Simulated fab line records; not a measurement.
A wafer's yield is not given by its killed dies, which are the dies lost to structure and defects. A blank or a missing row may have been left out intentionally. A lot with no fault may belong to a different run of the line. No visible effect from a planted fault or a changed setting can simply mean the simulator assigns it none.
fab line records	flow n5-finfet
[record] lots = 9	wafers = 24	last-day = 18
route steps=1938 shown BEOL_M3@966 BEOL_M4@1111 PASSIVATION@1936
lots untouched by any fault: they come from a run of this same line in which no faults occurred
start-h: hours from the record's opening day to when the first of the lot's shown wafers began	wait-h: hours elapsed since this lot's preceding step	" identical to the entry in the row above	L1.1+2: one row covering several wafers at once	- either no value or no given start	* or withheld: withheld	< > ~ a bound
route shown NAME@n: a module of which the file shows steps, and the number in the route of the first	usual: mean and standard deviation over wafers with no fault	same: alike in all rows	chamber/n: place in a boat	sites: each site's reading	_std_site: the standard deviation of these	_edge_site: outer sites' mean less inner sites'	radius-mm: how far each site lies from the wafer's centre	mask NAME#n: copy n	behind: the most recent tool/chamber to have shaped the wafer	hold: why the lot was held/for how many hours/how that ended	device: the n, p or np transistor that did not switch	end of line: the same wafers' tests at the end of the route	a step given without rows: its recipe and nothing more	killed: count of dies lost to structure and defects at first sort (not the wafer's yield)	map: the dies of a wafer, with x for killed, . for not killed, _ for no die there
set.NAME: the setting that was run; set.NAME@STEP: the one run at that earlier step	model.NAME: the simulator's own value behind a step, which no gauge read
the route's steps for a sample of lots (tables are steps, rows are wafers)
services: a tool's chamber out of use, with start hour (start-h, from the record's first day; less than 0 if before it), hours out, and reason
[[steps]]
[step N5_BEOL_M3_CD_MEAS_28]
[recipe] target-cd-nm = 25.7	landing-energy-ev = 500	detector = se-inlens	target-cd-y-nm = 23.3	polarity = opening
[usual] cd-nm = 25.74/0.24
lot.wafer	tool	chamber	start-h	wait-h	cd-nm
L603.1	cd-sem-03	0	186.93	-	25.83
L603.4	"	0	"	"	25.92
L603.5	"	0	"	"	25.86
L604.1	cd-sem-03	0	195.35	-	26.28
L604.3	"	0	"	"	25.37
L604.5	"	0	"	"	25.72
L605.1	cd-sem-03	0	202.79	-	26.27
L605.2	"	0	"	"	25.94
L605.3	"	0	"	"	26.13
L607.1	cd-sem-01	0	212.64	-	25.92
L607.6	"	0	"	"	25.58
L608.4	cd-sem-03	0	218.21	-	26.03
L608.6	"	0	"	"	25.57
L615.2	cd-sem-02	0	251.10	-	25.95
L615.4	"	0	"	"	26.05
L615.6	"	0	"	"	25.69
L618.1	cd-sem-03	0	283.92	-	25.80
L618.3	"	0	"	"	25.80
L620.2	cd-sem-03	0	287.73	-	25.22
L620.4	"	0	"	"	25.84
L620.6	"	0	"	"	26.10
L619.1	cd-sem-02	0	289.92	-	25.92
L619.2	"	0	"	"	26.11
L619.3	"	0	"	"	25.70
[step N5_BEOL_M3_DESCUM_33]
[recipe] chemistry = O2	time-s = 7	source-power-w = 50	bias-power-w = 20	pressure-mtorr = 20	rf-frequency-hz = 2.712e+07	temp-c = 40	resist = CAR-EUV	o2-flow-sccm = 225
[usual] drypump-motor-current-A = 5.7/0.43	oes-product-au = 0.77/0.089	rf-vpp-V = 243.2/1.4	showerhead-plenum-p-Torr = 2.10/0.069	throttle-valve-pct = 20.44/0.25
lot.wafer	tool	chamber	start-h	wait-h	drypump-motor-current-A	oes-product-au	rf-hours-counter-h	rf-vpp-V	showerhead-plenum-p-Torr	throttle-valve-pct
L603.1	rie-diel-02	1	187.08	0.1	5.2	0.77	163	241.4	2.01	20.13
L603.4	"	3	"	"	6.4	0.68	226	242.7	2.07	20.56
L603.5	"	1	"	"	5.2	0.77	-	240.8	2.01	20.15
L604.1	rie-diel-06	1	195.47	0.0	5.5	0.66	247	244.0	2.07	20.42
L604.3	"	2	"	"	5.2	0.72	196	244.4	2.16	20.65
L604.5	"	3	"	"	5.5	0.88	-	243.5	2.13	20.16
L605.1	rie-diel-01	1	203.01	0.1	6.4	0.87	39	242.5	2.04	20.27
L605.2	"	0	"	"	5.4	0.79	89	242.6	2.13	20.80
L605.3	"	2	"	"	5.6	0.72	187	243.5	2.06	20.03
L607.1	rie-diel-01	2	212.76	0.0	5.6	0.71	191	242.8	2.06	20.05
L607.6	"	0	"	"	5.3	0.80	-	245.4	2.13	20.80
L608.4	rie-diel-06	3	218.35	0.0	5.5	0.86	-	242.8	2.12	20.17
L608.6	"	2	"	"	5.2	0.71	-	245.7	2.15	20.66
L615.2	rie-diel-02	2	251.23	0.0	5.8	0.70	215	244.1	2.16	20.60
L615.4	"	3	"	"	6.4	0.66	-	243.3	2.06	20.58
L615.6	"	1	"	"	5.2	0.75	-	241.6	2.00	20.16
L618.1	rie-diel-02	2	284.04	0.0	5.8	0.69	228	245.7	2.16	20.63
L618.3	"	0	"	"	5.9	0.92	13	246.0	2.22	20.60
L620.2	rie-diel-02	0	287.85	0.0	5.9	0.92	14	245.8	2.22	20.60
L620.4	"	2	"	"	5.8	0.68	229	243.8	2.16	20.63
L620.6	"	0	"	"	5.9	0.91	-	244.8	2.22	20.60
L619.1	rie-diel-02	0	290.04	0.0	5.9	0.91	14	246.8	2.22	20.59
L619.2	"	3	"	"	6.4	0.98	1	244.1	2.06	20.24
L619.3	"	1	"	"	5.2	0.73	200	241.1	2.00	20.19
[step N5_BEOL_M3_ETCH_70]
[recipe] chemistry = N2/H2	target = SOC	target-depth-a = 800	overetch-a = 160	mask-material = SiARC	temp-c = 40	time-s = 120	ion-energy-ev = 200	pressure-mtorr = 30	source-w = 840	bias-w = 150	n2-flow-sccm = 200	h2-flow-sccm = 200
[usual] drypump-motor-current-A = 5.7/0.4	h2-flow-sccm = 200.1/0.66	oes-product-au = 0.60/0.07	rf-vpp-V = 524.1/2.3	run-length-s = 143.1/0.48	showerhead-plenum-p-Torr = 2.54/0.079	throttle-valve-pct = 17.80/0.22
lot.wafer	tool	chamber	start-h	wait-h	drypump-motor-current-A	h2-flow-sccm	oes-product-au	rf-hours-counter-h	rf-vpp-V	run-length-s	showerhead-plenum-p-Torr	throttle-valve-pct
L603.1	rie-diel-01	2	196.97	0.0	5.6	200.5	0.56	185	522.8	142.7	2.54	17.82
L603.4	"	3	"	"	5.9	199.9	0.63	106	527.3	142.9	2.64	17.57
L603.5	"	3	"	"	5.9	199.9	0.63	-	526.5	143.2	2.64	17.57
L604.1	rie-diel-06	1	197.44	0.0	5.5	199.4	0.51	247	522.4	143.5	2.52	17.88
L604.3	"	3	"	"	5.5	200.6	0.66	41	525.3	144.1	2.57	17.47
L604.5	"	1	"	"	5.5	201.0	0.51	-	523.9	143.6	2.52	17.87
L605.1	rie-diel-01	1	203.45	0.0	6.5	200.0	0.67	39	521.9	142.7	2.48	17.57
L605.2	"	0	"	"	5.4	198.9	0.61	89	524.1	142.8	2.55	17.88
L605.3	"	2	"	"	5.6	199.5	0.55	188	524.4	142.4	2.54	17.81
L607.1	rie-diel-01	0	215.44	0.0	5.4	199.5	0.60	93	524.7	142.5	2.55	17.88
L607.6	"	1	"	"	6.4	200.6	0.86	-	521.5	100.3	2.48	17.60
L608.4	rie-diel-01	2	220.58	0.0	5.6	200.3	0.55	193	524.3	142.5	2.54	17.82
L608.6	"	1	"	"	6.4	201.7	0.86	-	523.7	100.7	2.48	17.63
L615.2	rie-diel-02	1	262.20	0.0	5.2	200.8	0.56	189	519.4	143.0	2.43	17.65
L615.4	"	2	"	"	5.8	200.0	0.54	-	525.1	143.4	2.63	18.08
L615.6	"	0	"	"	5.9	199.5	0.73	-	527.4	143.2	2.70	17.85
L618.1	rie-diel-06	2	295.22	0.0	5.2	199.8	0.53	230	525.8	142.9	2.63	18.17
L618.3	"	3	"	"	5.5	199.3	0.62	75	527.2	143.9	2.55	17.54
L619.1	rie-diel-01	2	295.61	0.0	5.6	200.4	0.54	216	524.0	142.6	2.53	17.86
L619.2	"	1	"	"	6.5	200.2	0.64	68	521.7	142.6	2.47	17.62
L619.3	"	3	"	"	5.9	199.8	0.61	135	526.2	142.7	2.63	17.62
L620.2	rie-diel-06	3	298.35	0.0	5.5	200.2	0.62	75	524.9	144.5	2.55	17.55
L620.4	"	0	"	"	5.9	199.5	0.67	32	520.5	142.7	2.47	17.68
L620.6	"	1	"	"	5.5	200.1	0.71	-	523.3	143.6	2.51	17.49
[step N5_BEOL_M3_ETCH_41]
[recipe] chemistry = CH3F/O2	target = SiCN	target-depth-a = 299	taper-deg = 2	time-s = 52.5	ion-energy-ev = 120	mask-material = TiN	pressure-mtorr = 30	source-w = 395	bias-w = 75	Ar_flow_sccm = 150	CH3F_flow_sccm = 30	O2_flow_sccm = 20
[usual] drypump-motor-current-A = 5.7/0.4	oes-product-au = 0.78/0.096	rf-vpp-V = 297.4/1.5	run-length-s = 75.6/0.49	showerhead-plenum-p-Torr = 2.01/0.062	throttle-valve-pct = 16.33/0.25
lot.wafer	tool	chamber	start-h	wait-h	drypump-motor-current-A	oes-product-au	rf-hours-counter-h	rf-vpp-V	run-length-s	showerhead-plenum-p-Torr	throttle-valve-pct
L603.1	rie-diel-01	2	-	-	5.6	0.72	185	296.9	75.3	1.99	16.16
L603.4	"	3	"	"	5.9	0.82	106	298.9	75.3	2.09	16.21
L603.5	"	3	"	"	5.9	0.81	-	299.4	75.7	2.09	16.23
L604.1	rie-diel-06	1	-	-	5.5	0.66	248	296.9	76.2	1.97	16.36
L604.3	"	3	"	"	5.5	0.88	41	297.0	76.5	2.04	16.08
L604.5	"	1	"	"	5.4	0.66	-	296.6	75.8	1.97	16.35
L605.1	rie-diel-01	1	-	-	6.5	0.87	40	297.9	75.1	1.97	16.18
L605.2	"	0	"	"	5.4	0.80	89	298.2	74.9	2.02	16.56
L605.3	"	2	"	"	5.6	0.72	188	298.3	75.0	1.99	16.16
L607.1	rie-diel-01	0	-	-	5.4	0.79	93	298.1	74.9	2.02	16.57
L607.6	"	1	"	"	6.4	0.86	-	297.0	75.2	1.96	16.16
L608.4	rie-diel-01	2	-	-	5.6	0.72	193	297.3	75.2	1.99	16.15
L608.6	"	1	"	"	6.4	0.86	-	296.7	75.5	1.96	16.18
L615.2	rie-diel-02	1	-	-	5.2	0.73	189	293.8	75.4	1.91	16.10
L615.4	"	2	"	"	5.8	0.70	-	298.7	75.6	2.04	16.43
L615.6	"	0	"	"	5.9	0.97	-	299.1	75.6	2.15	16.55
L618.1	rie-diel-06	2	-	-	5.2	0.68	230	299.0	75.2	2.07	16.72
L618.3	"	3	"	"	5.5	0.83	75	296.7	77.3	2.02	16.13
L619.1	rie-diel-01	2	-	-	5.6	0.70	216	297.0	74.8	1.98	16.21
L619.2	"	1	"	"	6.4	0.84	68	295.6	75.7	1.96	16.22
L619.3	"	3	"	"	5.9	0.78	135	298.4	75.7	2.08	16.27
L620.2	rie-diel-06	3	-	-	5.5	0.83	75	298.6	76.8	2.02	16.14
L620.4	"	0	"	"	5.9	0.88	33	296.2	75.6	1.95	16.10
L620.6	"	1	"	"	5.5	0.94	-	296.9	76.2	1.96	15.93
[step N5_BEOL_M4_RC_MEAS_101]
[usual] DIBL_N = 36.5/1.8	DIBL_P = 36.5/2.1	IOFF_N = 0.17/0.031	IOFF_P = 0.22/0.036	ION_N = 677/11	ION_P = 463/8	SS_N = 71.6/0.61	SS_P = 73.3/0.63	VT_N = 249/3.1	VT_P = -250/3.3
lot.wafer	tool	chamber	start-h	wait-h	DIBL_N[mV/V]	DIBL_P[mV/V]	IOFF_N[nA/um]	IOFF_P[nA/um]	ION_N[uA/um]	ION_P[uA/um]	SS_N[mV/dec]	SS_P[mV/dec]	VT_N[mV]	VT_P[mV]
L604.1	prober-01	0	211.96	0.0	36.8	35.8	0.16	0.21	675	460	71.4	73.3	248	-249
L604.3	"	0	"	"	33.8	32.8	0.12	0.16	673	459	71.0	72.4	251	-254
L604.5	"	0	"	"	35.6	34.7	0.15	0.19	670	461	71.0	72.5	249	-248
L603.1	prober-02	0	212.25	0.0	35.0	35.6	0.13	0.19	667	465	70.8	73.1	249	-251
L603.4	"	0	"	"	35.7	36.2	0.15	0.20	678	467	71.3	73.9	249	-253
L603.5	"	0	"	"	33.9	34.9	0.13	0.18	675	463	70.9	72.5	251	-251
L605.1	prober-02	0	219.61	0.0	35.0	34.7	0.15	0.20	676	462	71.1	73.3	247	-251
L605.2	"	0	"	"	35.3	34.6	0.16	0.20	677	465	70.5	72.5	246	-251
L605.3	"	0	"	"	36.3	35.7	0.16	0.21	678	462	71.2	73.3	250	-251
L607.1	prober-01	0	236.67	0.0	36.4	35.0	0.18	0.20	679	454	71.9	72.7	246	-252
L607.6	"	0	"	"	37.4	35.6	0.20	0.21	672	452	71.6	73.1	246	-252
L608.4	prober-02	0	243.76	0.5	35.7	35.7	0.16	0.20	676	461	71.6	73.1	248	-251
L608.6	"	0	"	"	38.2	37.1	0.19	0.22	681	461	71.7	73.4	249	-252
L615.2	prober-02	0	277.49	0.2	38.7	39.5	0.19	0.25	680	469	71.8	73.7	247	-249
L615.4	"	0	"	"	35.6	35.4	0.13	0.19	669	461	71.8	73.0	253	-252
L615.6	"	0	"	"	38.0	37.7	0.17	0.22	669	460	72.6	73.1	249	-249
L618.1	prober-02	0	309.07	0.0	33.1	32.2	0.11	0.17	649	458	70.5	72.9	253	-252
L618.3	"	0	"	"	36.2	36.9	0.17	0.22	664	463	72.0	72.4	251	-249
L619.1	prober-02	0	312.77	0.0	36.9	37.0	0.17	0.25	673	465	71.8	73.1	247	-246
L619.2	"	0	"	"	38.9	39.9	0.21	0.29	687	476	72.7	73.8	247	-243
L619.3	"	0	"	"	35.3	35.8	0.16	0.22	683	472	71.2	72.8	250	-248
L620.2	prober-01	0	335.20	0.2	37.0	35.4	0.15	0.20	662	456	72.7	72.6	253	-251
L620.4	"	0	"	"	40.1	39.8	0.20	0.28	673	465	72.6	74.4	251	-245
L620.6	"	0	"	"	38.5	38.1	0.18	0.25	667	461	71.9	73.8	248	-247
[step N5_PASSIVATION_PROBE_49]
[usual] defect-limited-yield = 91.4/1.5	killed_at_M0_to_M3 = 35/11	killed_at_M4_up = 16/7	killed-at-contacts = 11/5.3	killed-at-front-end = 37/11	killed-at-other = 3.1/2.8	killed-dies = 102/18	killed-open = 69/15	killed-short = 31/7.8	sort_bin_5_function = 5.1/1.1	sort_bin_6_memory = 3.2/0.69	sort-n-pass = 1078/18	sort-yield-pct = 91.4/1.5
[same] gross-dies = 1180	killed-at-back-side = 0	sort_bin_4_leakage[%] = 0	sort_bin_8_speed[%] = 0
lot.wafer	tool	chamber	start-h	wait-h	defect-limited-yield[%]	killed_at_M0_to_M3	killed_at_M4_up	killed-at-contacts	killed-at-front-end	killed-at-other	killed-dies	killed-open	killed-short	sort_bin_5_function[%]	sort_bin_6_memory[%]	sort-n-pass	sort-yield-pct[%]
L604.1	prober-01	-	313.43	0.0	91.0	56	6	11	31	2	106	59	47	5.5	3.1	1074	91.0
L604.3	prober-01	-	313.53	0.1	87.5	64	21	17	45	0	147	90	51	7.2	4.6	1033	87.5
L604.5	prober-01	-	313.63	0.2	91.7	42	12	11	31	2	98	62	34	4.7	3.4	1082	91.7
L603.1	prober-02	-	318.08	0.0	93.4	33	7	7	31	0	78	55	22	4.1	2.4	1102	93.4
L603.4	prober-02	-	318.23	0.2	94.0	34	6	8	23	0	71	39	32	3.7	2.0	1109	94.0
L603.5	prober-02	-	318.28	0.2	92.4	27	4	17	40	2	90	58	27	4.3	2.5	1090	92.4
L605.1	prober-01	-	330.00	0.0	91.6	28	15	24	24	8	99	75	20	4.7	3.6	1081	91.6
L605.2	prober-01	-	330.05	0.1	91.4	38	12	19	28	5	102	75	26	5.2	3.5	1078	91.4
L605.3	prober-01	-	330.10	0.1	91.9	29	21	11	32	3	96	59	30	4.5	3.4	1084	91.9
L607.1	prober-01	-	337.50	0.0	91.1	38	12	21	30	4	105	66	39	4.7	3.8	1075	91.1
L607.6	prober-01	-	337.75	0.3	92.5	29	14	9	33	3	88	62	19	4.0	3.4	1092	92.5
L608.4	prober-02	-	346.14	0.2	92.3	37	21	8	24	1	91	65	26	4.2	3.2	1089	92.3
L608.6	prober-02	-	346.24	0.3	92.0	35	11	17	30	1	94	69	25	5.1	2.6	1086	92.0
L615.2	prober-01	-	390.83	0.1	91.3	44	11	11	33	4	103	71	32	4.7	3.6	1077	91.3
L615.4	prober-01	-	390.93	0.2	93.9	27	10	9	19	7	72	52	20	4.2	1.4	1108	93.9
L615.6	prober-01	-	391.03	0.3	92.7	16	17	17	34	2	86	57	28	4.2	3.0	1094	92.7
L619.1	prober-02	-	407.53	0.2	90.7	49	6	10	44	1	110	86	24	5.1	3.6	1070	90.7
L619.2	prober-02	-	407.58	0.3	88.7	42	8	14	63	6	133	99	31	6.9	3.9	1047	88.7
L619.3	prober-02	-	407.63	0.3	90.7	56	8	17	27	2	110	67	38	5.6	3.0	1070	90.7
L618.1	prober-01	-	424.98	0.0	89.7	31	19	16	51	4	121	80	37	5.5	4.2	1059	89.7
L618.3	prober-01	-	425.08	0.1	90.6	25	13	13	54	6	111	70	41	6.5	2.5	1069	90.6
L620.2	prober-01	-	439.04	0.1	92.5	43	7	9	28	2	89	66	23	4.4	3.0	1091	92.5
L620.4	prober-01	-	439.14	0.2	90.9	29	31	6	38	3	107	74	33	5.8	2.9	1073	90.9
L620.6	prober-01	-	439.24	0.3	93.6	33	16	4	20	3	76	46	27	4.2	2.2	1104	93.6
// killed by level:class
L604.1 BEOL_M0_SAQP:geometric-particle:short=22 BEOL_M0_SAQP:geometric-particle:open=18 MOL_CONTACT_COAG:geometric-particle:open=9 BEOL_M1:geometric-particle:open=6 GATE_CUT:geometric-particle:short=5 FIN_SAQP:geometric-particle:open=4 FIN_SAQP:geometric-particle:short=4 STI_FIN_REVEAL:geometric-particle:open=3
L604.3 BEOL_M0_SAQP:geometric-particle:open=30 BEOL_M0_SAQP:geometric-particle:short=27 FIN_SAQP:geometric-particle:open=18 MOL_CONTACT_COAG:geometric-particle:open=13 FIN_SAQP:geometric-particle:short=9 BEOL_M4:geometric-particle:open=8 DUMMY_GATE:geometric-particle:open=5 MOL_CONTACT_COAG:geometric-particle:short=4
L604.5 BEOL_M0_SAQP:geometric-particle:open=15 BEOL_M0_SAQP:geometric-particle:short=14 MOL_CONTACT_COAG:geometric-particle:open=9 FIN_SAQP:geometric-particle:open=6 BEOL_M4:geometric-particle:open=6 DUMMY_GATE:geometric-particle:open=5 BEOL_M1:geometric-particle:open=5 FIN_SAQP:geometric-particle:short=4
L603.1 STI_FIN_REVEAL:geometric-particle:open=9 MOL_CONTACT_COAG:geometric-particle:open=7 BEOL_M0_SAQP:geometric-particle:short=7 BEOL_M0_SAQP:geometric-particle:open=7 BEOL_M2:geometric-particle:open=6 FIN_SAQP:geometric-particle:short=5 BEOL_M3:geometric-particle:open=5 BEOL_M1:geometric-particle:open=4
L603.4 BEOL_M0_SAQP:geometric-particle:short=8 BEOL_M2:geometric-particle:open=7 FIN_SAQP:geometric-particle:short=6 MOL_CONTACT_COAG:geometric-particle:open=6 DUMMY_GATE:geometric-particle:open=4 BEOL_M1:geometric-particle:open=4 BEOL_M0_SAQP:geometric-particle:open=3 BEOL_M6:geometric-particle:open=3
L603.5 MOL_CONTACT_COAG:geometric-particle:open=13 STI_FIN_REVEAL:geometric-particle:open=12 DUMMY_GATE:geometric-particle:open=8 BEOL_M0_SAQP:geometric-particle:short=8 FIN_SAQP:geometric-particle:open=5 BEOL_M1:geometric-particle:open=5 HKMG_FIN:area-etch=5 BEOL_M2:geometric-particle:open=4
L605.1 MOL_CONTACT_COAG:geometric-particle:open=18 BEOL_M2:geometric-particle:open=14 BEOL_M4:geometric-particle:open=12 BEOL_M3:geometric-particle:open=7 MOL_CONTACT_COAG:geometric-particle:short=6 FIN_SAQP:geometric-particle:open=5 STI_FIN_REVEAL:geometric-particle:open=4 STARTING-WAFER:geometric-particle:open=4
L605.2 MOL_CONTACT_COAG:geometric-particle:open=12 BEOL_M2:geometric-particle:open=12 STI_FIN_REVEAL:geometric-particle:open=11 MOL_CONTACT_COAG:geometric-particle:short=7 BEOL_M1:geometric-particle:open=7 BEOL_M0_SAQP:geometric-particle:short=6 GATE_CUT:geometric-particle:open=5 BEOL_M4:geometric-particle:open=5
L605.3 BEOL_M2:geometric-particle:open=10 BEOL_M4:geometric-particle:open=8 MOL_CONTACT_COAG:geometric-particle:open=6 MOL_CONTACT_COAG:geometric-particle:short=5 BEOL_M1:geometric-particle:open=4 STARTING-WAFER:geometric-particle:open=4 DUMMY_GATE:geometric-particle:open=3 GATE_CUT:geometric-particle:short=3
L607.1 MOL_CONTACT_COAG:geometric-particle:open=16 BEOL_M3:geometric-particle:open=9 FIN_SAQP:geometric-particle:short=8 BEOL_M1:geometric-particle:open=7 BEOL_M1:geometric-particle:short=7 BEOL_M4:geometric-particle:open=6 FIN_SAQP:geometric-particle:open=5 GATE_CUT:geometric-particle:short=5
L607.6 BEOL_M2:geometric-particle:open=8 FIN_SAQP:geometric-particle:short=7 MOL_CONTACT_COAG:geometric-particle:open=7 FIN_SAQP:geometric-particle:open=6 BEOL_M0_SAQP:geometric-particle:open=5 BEOL_M3:geometric-particle:open=4 BEOL_M1:geometric-particle:open=4 BEOL_M4:geometric-particle:open=4
L608.4 BEOL_M2:geometric-particle:open=13 BEOL_M4:geometric-particle:open=10 BEOL_M1:geometric-particle:open=7 BEOL_M0_SAQP:geometric-particle:open=6 MOL_CONTACT_COAG:geometric-particle:open=5 STI_FIN_REVEAL:geometric-particle:open=4 MOL_CONTACT_COAG:geometric-particle:short=3 BEOL_M0:geometric-particle:open=3
L608.6 MOL_CONTACT_COAG:geometric-particle:open=14 BEOL_M2:geometric-particle:open=13 FIN_SAQP:geometric-particle:open=7 BEOL_M0_SAQP:geometric-particle:open=6 BEOL_M0_SAQP:geometric-particle:short=5 BEOL_M4:geometric-particle:open=5 GATE_CUT:geometric-particle:short=4 GATE_CUT:geometric-particle:open=4
L615.2 STI_FIN_REVEAL:geometric-particle:open=11 BEOL_M0_SAQP:geometric-particle:short=11 MOL_CONTACT_COAG:geometric-particle:open=10 BEOL_M2:geometric-particle:open=9 BEOL_M0_SAQP:geometric-particle:open=8 BEOL_M3:geometric-particle:open=6 FIN_SAQP:geometric-particle:short=5 BEOL_M4:geometric-particle:open=5
L615.4 MOL_CONTACT_COAG:geometric-particle:open=8 BEOL_M0_SAQP:geometric-particle:open=7 BEOL_M4:geometric-particle:open=7 BEOL_M2:geometric-particle:open=5 BEOL_M0:geometric-particle:open=4 BEOL_M3:geometric-particle:open=4 FIN_SAQP:geometric-particle:open=3 FIN_SAQP:geometric-particle:short=3
L615.6 MOL_CONTACT_COAG:geometric-particle:open=12 FIN_SAQP:geometric-particle:short=6 STI_FIN_REVEAL:geometric-particle:open=6 FIN_SAQP:geometric-particle:open=5 DUMMY_GATE:geometric-particle:open=5 MOL_CONTACT_COAG:geometric-particle:short=5 BEOL_M4:geometric-particle:open=5 BEOL_M0_SAQP:geometric-particle:short=4
L619.1 STI_FIN_REVEAL:geometric-particle:open=18 BEOL_M1:geometric-particle:open=13 BEOL_M0_SAQP:geometric-particle:open=9 FIN_SAQP:geometric-particle:open=8 MOL_CONTACT_COAG:geometric-particle:open=7 FIN_SAQP:geometric-particle:short=6 BEOL_M0_SAQP:geometric-particle:short=6 BEOL_M0:geometric-particle:open=6
L619.2 STI_FIN_REVEAL:geometric-particle:open=20 FIN_SAQP:geometric-particle:open=19 BEOL_M3:geometric-particle:open=12 BEOL_M2:geometric-particle:open=11 MOL_CONTACT_COAG:geometric-particle:open=9 BEOL_M0_SAQP:geometric-particle:open=6 STI_FIN_REVEAL:geometric-particle:short=5 MOL_CONTACT_COAG:geometric-particle:short=5
L619.3 MOL_CONTACT_COAG:geometric-particle:open=15 BEOL_M0_SAQP:geometric-particle:short=12 BEOL_M1:geometric-particle:open=12 BEOL_M0_SAQP:geometric-particle:open=10 BEOL_M2:geometric-particle:open=8 BEOL_M1:geometric-particle:short=6 HKMG_FIN:area-etch=5 BEOL_M3:geometric-particle:open=4
L618.1 STI_FIN_REVEAL:geometric-particle:open=16 MOL_CONTACT_COAG:geometric-particle:open=13 BEOL_M2:geometric-particle:open=9 BEOL_M0_SAQP:geometric-particle:short=7 FIN_SAQP:geometric-particle:short=6 FIN_SAQP:geometric-particle:open=5 BEOL_M3:geometric-particle:open=5 BEOL_M5:geometric-particle:open=5
L618.3 FIN_SAQP:geometric-particle:open=14 STI_FIN_REVEAL:geometric-particle:open=12 FIN_SAQP:geometric-particle:short=9 MOL_CONTACT_COAG:geometric-particle:open=8 BEOL_M0_SAQP:geometric-particle:short=8 BEOL_M2:geometric-particle:open=6 BEOL_M3:geometric-particle:open=6 DUMMY_GATE:geometric-particle:open=5
L620.2 BEOL_M3:geometric-particle:open=11 MOL_CONTACT_COAG:geometric-particle:open=9 FIN_SAQP:geometric-particle:open=7 BEOL_M1:geometric-particle:open=7 BEOL_M2:geometric-particle:open=7 BEOL_M0_SAQP:geometric-particle:open=5 BEOL_M0_SAQP:geometric-particle:short=5 DUMMY_GATE:geometric-particle:open=4
L620.4 BEOL_M4:geometric-particle:open=18 STI_FIN_REVEAL:geometric-particle:open=10 BEOL_M2:geometric-particle:open=7 BEOL_M3:geometric-particle:open=7 BEOL_M4:geometric-particle:short=7 DUMMY_GATE:geometric-particle:open=5 BEOL_M3:geometric-particle:short=5 FIN_SAQP:geometric-particle:open=4
L620.6 BEOL_M4:geometric-particle:open=8 BEOL_M0_SAQP:geometric-particle:open=6 BEOL_M0_SAQP:geometric-particle:short=6 BEOL_M0:geometric-particle:short=6 STARTING-WAFER:geometric-particle:open=5 MOL_CONTACT_COAG:geometric-particle:open=4 BEOL_M1:geometric-particle:open=4 BEOL_M4:geometric-particle:short=4
[[services]]
tool	chamber	start-h	hours	kind
rie-diel-01	-	165.45	15.6	pm
rie-diel-06	0	175.79	-	clean
rie-diel-06	0	175.79	-	consumable-replace:focus-ring
rie-diel-06	0	175.79	25.3	scheduled-down
rie-diel-06	0	175.79	25.3	vent-cycle
rie-diel-06	1	206.38	-	clean
rie-diel-06	1	206.38	-	consumable-replace:focus-ring
rie-diel-06	1	206.38	20.7	scheduled-down
rie-diel-06	1	206.38	20.7	vent-cycle
rie-diel-02	0	230.12	-	clean
rie-diel-02	0	230.12	-	consumable-replace:focus-ring
rie-diel-02	0	230.12	-	consumable-replace:showerhead
rie-diel-02	0	230.12	22.2	scheduled-down
rie-diel-02	0	230.12	22.2	vent-cycle
rie-diel-06	1	250.77	15.2	repair
rie-diel-02	3	253.91	-	clean
rie-diel-02	3	253.91	-	consumable-replace:focus-ring
rie-diel-02	3	253.91	32.5	scheduled-down
rie-diel-02	3	253.91	32.5	vent-cycle
[[key]]
[first-sign] step = N5_BEOL_M3_ETCH_70	reading = run-length-s	direction = down	sigmas = 88	usual = *	struck = *
[effect] step = N5_BEOL_M3_ETCH_70	reading = oes-product-au	direction = up	sigmas = 3.8	usual = 0.60	struck = 0.86
met-at N5_BEOL_M3_ETCH_70
struck-lots L607,L608
struck-wafers L607.6,L608.6
not-acting-at N5_BEOL_M3_CD_MEAS_28,N5_BEOL_M3_DESCUM_33,N5_BEOL_M3_ETCH_41
onset-between 203.45 215.44
[fault] kind = process-parameter-drift	tool = rie-diel-01	chamber = -	onset-h = 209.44	steps = N5_BEOL_M3_ETCH_70	channel = time-s	offset = *	shape = step	end-h = 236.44	scope = struck-wafers-only	acts-in = *	stated = *
